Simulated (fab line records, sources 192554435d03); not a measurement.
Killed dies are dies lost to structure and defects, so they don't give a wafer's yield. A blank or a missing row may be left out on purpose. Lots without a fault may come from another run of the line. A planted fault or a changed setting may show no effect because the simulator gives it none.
Chamber matching | flow n5_finfet | N5_HKMG_FIN_CMP_94 on cmp-04: 4 sister chambers
The step polishes, stops on SiNx, t overpolish 4.7 s, target thk 43.299 nm. 4 wafers are shown with their chamber, then 10 later ones without.

WAFERS WITH THEIR CHAMBER
wafer  | chamber | motor_current_A (A)
L084.3 | 2       | 11.9
L086.6 | 0       | 10.8
L087.1 | 1       | 12.2
L087.5 | 3       | 12.1

WAFERS WITHOUT THEIR CHAMBER
wafer  | motor_current_A (A)
L087.6 | 10.4
L089.1 | 11.3
L089.3 | 12.5
L089.5 | 12.0
L092.1 | 12.7
L092.2 | 11.8
L092.3 | 10.9
L097.3 | 10.8
L097.4 | 12.4
L097.5 | 10.9

WHICH CHAMBER EACH WENT THROUGH
wafer  | from the rows above               | in truth
L087.6 | 0                                 | 0
L089.1 | can't be placed: 0 or 2 or 3 or 1 | 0
L089.3 | can't be placed: 1 or 3 or 2      | 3
L089.5 | can't be placed: 2 or 3 or 1      | 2
L092.1 | can't be placed: 1 or 3 or 2      | 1
L092.2 | can't be placed: 2 or 3 or 1      | 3
L092.3 | 0                                 | 0
L097.3 | 0                                 | 0
L097.4 | can't be placed: 1 or 3 or 2      | 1
L097.5 | 0                                 | 0
Placed correctly: 4 of 10. Can't be placed from these rows: 6 (the true chamber is among the candidates in 6). Placed wrongly: 0.
How it was worked out, from the rows above alone: a wafer's distance from a chamber is the root of the sum, over the readings, of the square of ((its reading less the chamber's mean) divided by the reading's scatter). The wafer belongs to the nearest chamber; if the next one is less than 2 further off, it can't be placed. A chamber's mean is the mean of its shown wafers. The scatter: with one shown wafer a chamber, the root of the mean of the squares of how far each hidden wafer lies from its nearest shown one.
